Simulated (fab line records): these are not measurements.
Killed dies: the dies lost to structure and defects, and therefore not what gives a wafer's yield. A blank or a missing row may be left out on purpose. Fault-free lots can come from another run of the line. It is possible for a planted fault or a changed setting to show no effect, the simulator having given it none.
fab line records	flow nand_harc
record: lots: 6	wafers: 18	last_day: 32
route steps=1302 shown A_CONTACT@1089 END@1302
lots that met no fault: from a run of the same line without faults
start_h: hours from the record's first day to the start of the lot's first wafer shown	wait_h: time in hours since the lot's previous step	" as in the row above	L1.1+2: one row covering several wafers at once	- either no value or no given start	* or withheld: withheld	< > ~ a bound
route shown NAME@n: NAME is a module with steps in the file, n the number in the route of the first one	usual: mean and standard deviation over wafers with no fault	same: alike in all rows	chamber/n: place in a boat	sites: each site's reading	_std_site: standard deviation of those values	_edge_site: mean of outer sites minus mean of inner sites	radius_mm: for every site, how far away it sits from the centre of the wafer	mask NAME#n: copy n	behind: the tool/chamber that last shaped the wafer	hold: reason for holding the lot/hours on hold/outcome of the hold	device: whichever transistor did not switch (one of n, p or np)	end of line: the same wafers' tests at the end of the route	step lacking rows: just its recipe	killed: dies lost to structure and defects at the first sort, not the wafer's yield	map: shows each die of a wafer: x if killed, . if not, _ if none is there
set.NAME: setting as actually run; set.NAME@STEP: the setting as run at that earlier step	model.NAME: the simulator's own value behind a step, which no gauge read
a table for each step, a row for each wafer; lots at some steps of the route
services: when a tool's chamber went out of use (start_h, in hours from the record's first day, below 0 if earlier), for how many hours, and the reason
== steps ==
step: NHARC_A_CONTACT_ETCH_137
recipe: source_w: withheld	pressure_mtorr: 20	bias_v: 1200	time_s: 311	target_depth_a: 19120	ar_flow_sccm: withheld	c4f8_flow_sccm: withheld	o2_flow_sccm: withheld	chemistry: C4F8/O2/Ar
step: NHARC_A_CONTACT_ETCH_138
recipe: source_w: withheld	pressure_mtorr: 20	bias_v: 1200	time_s: 311	target_depth_a: 19140	ar_flow_sccm: withheld	c4f8_flow_sccm: withheld	o2_flow_sccm: withheld	chemistry: C4F8/O2/Ar
usual: oes_air_line_au: 1.004/0.021
lot.wafer	tool	chamber	start_h	wait_h	oes_air_line_au	rf_hours_counter_h
L974.1	har_cap_etch-01	1	523.47	0.2	1.013	3
L974.2	"	0	"	"	1.018	3
L974.4	"	1	"	"	0.979	-
L975.4	har_cap_etch-02	1	523.55	0.2	0.994	-
L975.6	"	0	"	"	0.994	-
L975.5	"	1	"	"	0.977	-
L984.2	har_cap_etch-01	1	616.24	0.2	0.999	19
L984.4	"	1	"	"	1.043	-
L984.6	"	1	"	"	1.054	-
L985.2	har_cap_etch-02	1	637.09	0.2	1.028	113
L985.3	"	1	"	"	1.043	-
L985.6	"	0	"	"	0.988	-
L994.2	har_cap_etch-02	1	707.73	0.2	1.007	127
L994.5	"	1	"	"	1.023	-
L994.6	"	0	"	"	0.972	-
L993.2	har_cap_etch-03	0	711.25	0.2	1.013	79
L993.6	"	1	"	"	1.018	-
L993.5	"	0	"	"	0.978	-
step: NHARC_A_CONTACT_ETCH_139
recipe: source_w: withheld	pressure_mtorr: 20	bias_v: 400	time_s: 195	target_depth_a: 8400	ar_flow_sccm: withheld	c4f8_flow_sccm: 11.5	o2_flow_sccm: 7.2	chemistry: C4F8/O2/Ar
usual: oes_air_line_au: 1.002/0.022
lot.wafer	tool	chamber	start_h	wait_h	oes_air_line_au	rf_hours_counter_h
L974.1	har_cap_etch-01	1	523.74	0.2	0.990	3
L974.2	"	0	"	"	1.020	3
L974.4	"	1	"	"	1.007	-
L975.4	har_cap_etch-02	1	523.82	0.2	0.954	-
L975.6	"	0	"	"	1.006	-
L975.5	"	1	"	"	1.001	-
L984.2	har_cap_etch-01	1	616.51	0.2	0.987	20
L984.4	"	1	"	"	1.028	-
L984.6	"	1	"	"	1.021	-
L985.2	har_cap_etch-02	1	637.36	0.2	1.021	113
L985.3	"	1	"	"	0.985	-
L985.6	"	0	"	"	1.023	-
L994.2	har_cap_etch-02	1	708.00	0.2	1.024	127
L994.5	"	1	"	"	1.026	-
L994.6	"	0	"	"	0.961	-
L993.2	har_cap_etch-03	0	711.53	0.2	0.989	80
L993.6	"	1	"	"	1.034	-
L993.5	"	0	"	"	0.972	-
step: NHARC_A_CONTACT_ETCH_92
recipe: target_depth_a: 400	over_etch_frac: 0.5	time_s: 85.7	ion_energy_ev: 120	ch3f_flow_sccm: 50	o2_flow_sccm: 30	ar_flow_sccm: 200	rf_w: 500	bias_w: 100	chemistry: CH3F/O2
step: NHARC_A_CONTACT_ETCH_98
recipe: target_depth_a: 200	over_etch_frac: 0.5	time_s: 10	ion_energy_ev: 250	c4f6_flow_sccm: 25	o2_flow_sccm: 20	ar_flow_sccm: 500	rf_w: 600	bias_w: 500	chemistry: C4F6/O2
usual: drypump_motor_current_A: 5.8/0.52	oes_product_au: 0.964/0.026	rf_vpp_V: 548/3.8	showerhead_plenum_p_Torr: 3.99/0.18	throttle_valve_pct: 26.903/0.0088
lot.wafer	tool	chamber	start_h	wait_h	drypump_motor_current_A	oes_product_au	rf_hours_counter_h	rf_vpp_V	showerhead_plenum_p_Torr	throttle_valve_pct
L975.4	rie_diel-09	1	-	-	6.3	0.966	3	543	3.72	26.906
L975.5	"	2	"	"	6.0	0.967	-	553	4.22	26.912
L975.6	"	3	"	"	5.7	0.953	-	546	3.87	26.887
L974.4	rie_diel-09	3	-	-	5.7	1.008	3	546	3.87	26.889
L974.1	"	1	"	"	6.3	1.011	3	542	3.72	26.913
L974.2	"	2	"	"	6.0	1.003	4	555	4.22	26.891
L984.4	rie_diel-08	2	-	-	5.5	0.944	19	547	3.92	26.898
L984.2	"	1	"	"	6.5	0.963	16	546	3.80	26.907
L984.6	"	3	"	"	6.3	0.930	-	552	4.14	26.891
L985.2	rie_diel-11	0	-	-	6.2	0.995	4	552	4.22	26.906
L985.3	"	1	"	"	6.2	0.999	6	544	3.79	26.907
L985.6	"	1	"	"	6.2	1.003	-	544	3.79	26.902
L994.2	rie_diel-09	2	-	-	6.0	0.935	4	553	4.21	26.872
L994.6	"	2	"	"	6.0	0.945	-	554	4.20	26.894
L994.5	"	3	"	"	5.7	0.920	-	547	3.86	26.907
L993.2	rie_diel-11	2	-	-	6.6	0.936	28	544	3.81	26.901
L993.5	"	2	"	"	6.6	0.931	-	545	3.81	26.899
L993.6	"	3	"	"	6.1	0.991	-	547	3.92	26.906
step: NHARC_A_CONTACT_CD_MEAS_15
usual: cd_nm: 190.0/0.65
lot.wafer	tool	chamber	start_h	wait_h	cd_nm
L975.4	cd_sem-03	-	524.50	-	190.5
L975.5	"	-	"	"	190.8
L975.6	"	-	"	"	190.0
L974.1	cd_sem-02	-	524.55	-	190.0
L974.2	"	-	"	"	190.4
L974.4	"	-	"	"	189.4
L984.2	cd_sem-03	-	617.29	-	190.8
L984.4	"	-	"	"	190.5
L984.6	"	-	"	"	191.2
L985.2	cd_sem-03	-	638.10	-	189.7
L985.3	"	-	"	"	189.6
L985.6	"	-	"	"	190.2
L994.2	cd_sem-02	-	708.77	-	189.6
L994.5	"	-	"	"	189.3
L994.6	"	-	"	"	189.1
L993.2	cd_sem-02	-	712.32	-	190.3
L993.5	"	-	"	"	190.3
L993.6	"	-	"	"	190.1
step: NHARC_A_CONTACT_STRIP_107
recipe: n2_flow_sccm: 150	h2_flow_sccm: 150	ar_flow_sccm: 0	bias_w: 0	chemistry: N2/H2
step: NHARC_A_CONTACT_STRIP_108
recipe: cf4_flow_sccm: 100	chf3_flow_sccm: 30	ar_flow_sccm: 0	bias_w: 0	chemistry: CF4/CHF3
step: NHARC_A_CONTACT_STRIP_109
recipe: o2_flow_sccm: 400	cos_flow_sccm: 20	ar_flow_sccm: 0	bias_w: 0	chemistry: O2/COS
step: NHARC_A_CONTACT_ETCH_110
recipe: target_depth_a: 600	overetch_a: 60	time_s: 33	ion_energy_ev: 100	cf4_flow_sccm: 80	o2_flow_sccm: 20	ar_flow_sccm: 0	rf_w: 300	bias_w: 100	chemistry: CF4/O2
usual: drypump_motor_current_A: 5.9/0.5	oes_product_au: 1.000/0.012	rf_vpp_V: 198.0/1.6	showerhead_plenum_p_Torr: 1.35/0.067	throttle_valve_pct: 13.397/0.0093
lot.wafer	tool	chamber	start_h	wait_h	drypump_motor_current_A	oes_product_au	rf_hours_counter_h	rf_vpp_V	showerhead_plenum_p_Torr	throttle_valve_pct
L974.2	rie_diel-09	1	524.84	0.1	6.4	1.020	3	196.9	1.26	13.402
L974.4	"	2	"	"	6.0	1.002	4	201.9	1.45	13.375
L974.1	"	3	"	"	5.7	1.001	3	197.7	1.32	13.406
L975.4	rie_diel-11	1	524.94	0.2	6.2	1.009	25	197.6	1.29	13.394
L975.5	"	3	"	"	6.1	1.005	-	196.9	1.34	13.392
L975.6	"	0	"	"	6.2	0.991	-	195.7	1.24	13.400
L984.4	rie_diel-08	0	617.59	0.1	4.8	1.003	20	200.0	1.43	13.401
L984.2	"	2	"	"	5.5	1.018	19	197.9	1.33	13.404
L984.6	"	3	"	"	6.3	0.993	-	198.9	1.41	13.384
L985.2	rie_diel-08	1	638.39	0.1	6.5	1.010	24	196.6	1.29	13.399
L985.3	"	3	"	"	6.3	0.988	28	198.1	1.41	13.401
L985.6	"	1	"	"	6.5	1.008	-	197.2	1.29	13.410
L994.2	rie_diel-09	3	709.07	0.1	5.7	0.987	3	197.3	1.31	13.407
L994.6	"	2	"	"	6.0	0.990	-	200.9	1.44	13.397
L994.5	"	3	"	"	5.7	0.975	-	198.5	1.31	13.391
L993.2	rie_diel-09	0	712.62	0.1	5.2	0.986	4	200.3	1.41	13.411
L993.6	"	2	"	"	6.0	0.995	-	199.2	1.44	13.383
L993.5	"	3	"	"	5.7	0.978	-	198.5	1.31	13.393
step: NHARC_A_CONTACT_STRIP_26
recipe: o2_flow_sccm: 500	ar_flow_sccm: 0	bias_w: 0	chemistry: O2
usual: drypump_motor_current_A: 6.0/0.51	oes_product_au: 0.999/0.012	rf_vpp_V: 57.9/0.93	showerhead_plenum_p_Torr: 3.55/0.18	throttle_valve_pct: 17.037/0.009
lot.wafer	tool	chamber	start_h	wait_h	drypump_motor_current_A	oes_product_au	rf_hours_counter_h	rf_vpp_V	showerhead_plenum_p_Torr	throttle_valve_pct
L974.2	rie_diel-09	3	-	-	5.7	0.991	3	57.6	3.48	17.020
L974.1	"	0	"	"	5.2	1.012	3	58.2	3.73	17.049
L974.4	"	1	"	"	6.3	1.015	3	58.4	3.34	17.044
L975.4	rie_diel-11	2	-	-	6.6	0.999	28	59.6	3.46	17.036
L975.6	"	3	"	"	6.1	1.001	-	59.9	3.55	17.037
L975.5	"	0	"	"	6.2	0.995	-	58.8	3.30	17.048
L984.2	rie_diel-08	1	-	-	6.5	1.014	16	56.8	3.41	17.047
L984.4	"	2	"	"	5.5	1.003	19	57.8	3.52	17.041
L984.6	"	1	"	"	6.5	1.009	-	58.4	3.41	17.041
L985.2	rie_diel-08	0	-	-	4.8	0.996	27	57.2	3.76	17.061
L985.3	"	3	"	"	6.3	0.978	28	57.4	3.72	17.033
L985.6	"	1	"	"	6.5	1.008	-	58.1	3.41	17.033
L994.2	rie_diel-09	0	-	-	5.2	0.988	3	58.6	3.72	17.043
L994.6	"	0	"	"	5.2	1.003	-	59.1	3.72	17.048
L994.5	"	1	"	"	6.3	1.007	-	57.1	3.33	17.032
L993.2	rie_diel-09	1	-	-	6.3	1.000	4	58.3	3.33	17.034
L993.5	"	0	"	"	5.2	0.991	-	58.7	3.71	17.028
L993.6	"	1	"	"	6.3	1.006	-	57.4	3.33	17.048
step: NHARC_A_CONTACT_STRIP_27
recipe: time_s: 600	temp_c: 30	chemistry: post_etch_residue_remover
step: NHARC_A_CONTACT_ALD_18
recipe: target_thk_a: 30	pulse_time_s: 1	ald_cycles: 150	temp_c: 450	material: TiN
usual: ald_cycles: 150/0	heater_power_w: 1030/120	precursor_pulse_height_rel: 0.997/0.019
lot.wafer	tool	chamber	start_h	wait_h	ald_cycles	heater_power_w	precursor_pulse_height_rel	since_wet_clean_h
L974.1	ald_metal-01	1	525.52	-	150	833	0.965	168
L974.2	"	2	"	"	150	1030	0.974	168
L974.4	"	3	"	"	150	1108	0.968	168
L975.4	ald_metal-02	0	525.65	-	150	1263	0.978	84
L975.5	"	2	"	"	150	952	0.988	-
L975.6	"	3	"	"	150	1049	1.015	-
L984.2	ald_metal-01	3	618.26	-	150	1081	1.021	82
L984.4	"	0	"	"	77	920	0.992	82
L984.6	"	0	"	"	77	915	1.006	-
L985.3	ald_metal-01	3	639.06	-	150	1103	1.020	103
L985.2	"	0	"	"	77	898	1.016	103
L985.6	"	3	"	"	150	1075	0.982	-
L994.2	ald_metal-03	0	709.71	-	150	1011	1.018	132
L994.6	"	0	"	"	150	1006	0.989	-
L994.5	"	1	"	"	150	1009	0.999	-
L993.2	ald_metal-03	3	713.25	-	150	1096	1.002	135
L993.5	"	3	"	"	150	1092	1.006	-
L993.6	"	0	"	"	150	989	0.974	-
step: NHARC_A_CONTACT_CVD_19
recipe: target_thk_a: 3000	temp_c: 300	pressure_torr: 40	wf6_flow_sccm: 40	h2_flow_sccm: 1600	ar_flow_sccm: 1560	time_s: 802	material: W
step: NHARC_END_SORT_01
recipe: temp_c: 25
usual: killed_at_array: 55/17	killed_at_other: 1.1/1.6	killed_at_periphery: 3.8/2.5	killed_dies: 60/18	killed_open: 3.3/1.9	killed_short: 2.5/1.7
same: gross_dies: 677
lot.wafer	tool	chamber	start_h	wait_h	killed_at_array	killed_at_other	killed_at_periphery	killed_dies	killed_open	killed_short
L984.4	prober-02	0	669.91	3.4	676	1	0	677	1	2
L984.6	prober-02	0	671.51	4.0	675	0	2	677	2	1
L985.2	prober-02	0	687.67	2.8	671	1	5	677	2	4
killed by level:class
L984.4 A_CONTACT:area_ald=606 A_CHANNEL_HOLE_D1:chamber_film_flake=34 A_SLIT:chamber_film_flake=31 A_DECK1_JOINT:geometric_particle:short=1 A_M0:geometric_particle:open=1 A_M1:geometric_particle:short=1 A_DECK1_JOINT:chamber_film_flake=1 A_WL_FILL:chamber_film_flake=1
L984.6 A_CONTACT:area_ald=622 A_CHANNEL_HOLE_D1:chamber_film_flake=30 A_SLIT:chamber_film_flake=18 P_BONDPAD:chamber_film_flake=2 A_ONON_D1:geometric_particle:short=1 A_ONON_D2:geometric_particle:open=1 A_M0:geometric_particle:open=1 A_DECK1_JOINT:chamber_film_flake=1
L985.2 A_CONTACT:area_ald=614 A_CHANNEL_HOLE_D2:chamber_film_flake=27 A_SLIT:chamber_film_flake=13 P_CONTACT:chamber_film_flake=3 A_STAIRCASE:chamber_film_flake=3 A_WL_FILL:geometric_particle:short=2 A_CHANNEL_HOLE_D1:chamber_film_flake=2 A_DECK1_JOINT:chamber_film_flake=2
map L984.4 (x killed, . not)
____________x____________
_________xxxxxxx_________
_______xxxxxxxxxxx_______
______xxxxxxxxxxxxx______
_____xxxxxxxxxxxxxxx_____
____xxxxxxxxxxxxxxxxx____
____xxxxxxxxxxxxxxxxx____
___xxxxxxxxxxxxxxxxxxx___
___xxxxxxxxxxxxxxxxxxx___
__xxxxxxxxxxxxxxxxxxxxx__
__xxxxxxxxxxxxxxxxxxxxx__
_xxxxxxxxxxxxxxxxxxxxxxx_
_xxxxxxxxxxxxxxxxxxxxxxx_
_xxxxxxxxxxxxxxxxxxxxxxx_
_xxxxxxxxxxxxxxxxxxxxxxx_
_xxxxxxxxxxxxxxxxxxxxxxx_
xxxxxxxxxxxxxxxxxxxxxxxxx
xxxxxxxxxxxxxxxxxxxxxxxxx
xxxxxxxxxxxxxxxxxxxxxxxxx
xxxxxxxxxxxxxxxxxxxxxxxxx
xxxxxxxxxxxxxxxxxxxxxxxxx
_xxxxxxxxxxxxxxxxxxxxxxx_
_xxxxxxxxxxxxxxxxxxxxxxx_
_xxxxxxxxxxxxxxxxxxxxxxx_
_xxxxxxxxxxxxxxxxxxxxxxx_
_xxxxxxxxxxxxxxxxxxxxxxx_
__xxxxxxxxxxxxxxxxxxxxx__
__xxxxxxxxxxxxxxxxxxxxx__
___xxxxxxxxxxxxxxxxxxx___
___xxxxxxxxxxxxxxxxxxx___
____xxxxxxxxxxxxxxxxx____
____xxxxxxxxxxxxxxxxx____
_____xxxxxxxxxxxxxxx_____
______xxxxxxxxxxxxx______
_______xxxxxxxxxxx_______
_________xxxxxxx_________
____________x____________
map L985.2 (x killed, . not)
____________x____________
_________xxxxxxx_________
_______xxxxxxxxxxx_______
______xxxxxxxxxxxxx______
_____xxxxxxxxxxxxxxx_____
____xxxxxxxxxxxxxxxxx____
____xxxxxxxxxxxxxxxxx____
___xxxxxxxxxxxxxxxxxxx___
___xxxxxxxxxxxxxxxxxxx___
__xxxxxxxxxxxxxxxxxxxxx__
__xxxxxxxxxxxxxxxxxxxxx__
_xxxxxxxxxxxxxxxxxxxxxxx_
_xxxxxxxxxxxxxxxxxxxxxxx_
_xxxxxxxxxxxxxxxxxxxxxxx_
_xxxxxxxxxxxxxxxxxxxxxxx_
_xxxxxxxxxxxxxxxxxxxxxxx_
xxxxxxxxxxxxxxxxxxxxxxxxx
xxxxxxxxxxxxxxxxxxxxxxxxx
xxxxxxxxxxxxxxxxxxxxxxxxx
xxxxxxxxxxxxxxxxxxxxxxxxx
xxxxxxxxxxxxxxxxxxxxxxxxx
_xxxxxxxxxxxxxxxxxxxxxxx_
_xxxxxxxxxxxxxxxxxxxxxxx_
_xxxxxxxxxxxxxxxxxxxxxxx_
_xxxxxxxxxxxxxxxxxxxxxxx_
_xxxxxxxxxxxxxxxxxxxxxxx_
__xxxxxxxxxxxxxxxxxxxxx__
__xxxxxxxxxxxxxxxxxxxxx__
___xxxxxxxxxxxxxxxxxxx___
___xxxxxxxxxxxxxxxxxxx___
____xxxxxxxxxxxxxxxxx____
____xxxxxxxxxxxxxxxxx____
_____xxxxxxxxxxxxxxx_____
______xxxxxxxxxxxxx______
_______xxxxxxxxxxx_______
_________xxxxxxx_________
____________x____________
== services ==
tool	chamber	start_h	hours	kind
har_cap_etch-01	-	501.01	0.3	repair
rie_diel-09	0	506.14	-	clean
ald_metal-03	-	517.97	1.1	repair
ald_metal-01	3	521.69	1.9	repair
ald_metal-01	-	526.00	10.0	pm
rie_diel-09	1	539.40	16.1	repair
rie_diel-08	-	544.93	9.0	pm
ald_metal-03	-	568.00	10.0	pm
rie_diel-08	-	586.61	0.7	repair
rie_diel-11	1	592.30	20.3	repair
ald_metal-02	3	593.19	10.9	repair
har_cap_etch-02	-	596.77	0.3	repair
ald_metal-02	-	610.00	10.0	pm
rie_diel-11	-	612.99	9.0	pm
ald_metal-03	0	619.24	8.1	repair
rie_diel-09	-	620.17	1.2	repair
ald_metal-03	2	653.05	30.4	repair
rie_diel-09	-	674.14	9.0	pm
ald_metal-03	-	680.96	1.1	repair
rie_diel-08	3	700.99	14.5	repair
rie_diel-11	2	702.89	3.4	repair
ald_metal-01	-	704.00	10.0	pm
har_cap_etch-01	-	707.27	0.3	repair
ald_metal-02	-	709.70	1.2	repair
== key ==
first_sign: step: NHARC_A_CONTACT_ALD_18	reading: ald_cycles	direction: down	sigmas: 99+	usual: 150	struck: 77
effect: step: NHARC_END_SORT_01	reading: killed_at_array	direction: up	sigmas: 35	usual: 55	struck: 674
more_kills_born_at: NHARC_A_CONTACT_ALD_18@ald_metal-01: 1842
met_at NHARC_A_CONTACT_ALD_18
struck_wafers L984.4,L984.6,L985.2
later_rows_left_out L984.4,L984.6,L985.2
tester_left_out L984,L985
fault: kind: process_parameter_drift	tool: ald_metal-01	chamber: 0	onset_h: 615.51	steps: NHARC_A_CONTACT_ALD_18	channel: ald_cycles	offset: -73	shape: step	end_h: 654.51	acts_in: these_recipes_only	stated: 150
tester_left_out: of these lots the tester's yield and bins aren't shown, on N5 and GAA mostly nor the transistor test; their killed dies are dies lost to structure and defects alone, not to doping, threshold or leakage, so they don't give the yield
later_rows_left_out: the simulator's readings of these wafers behind a module that went badly wrong aren't trusted and aren't shown, but for the sort
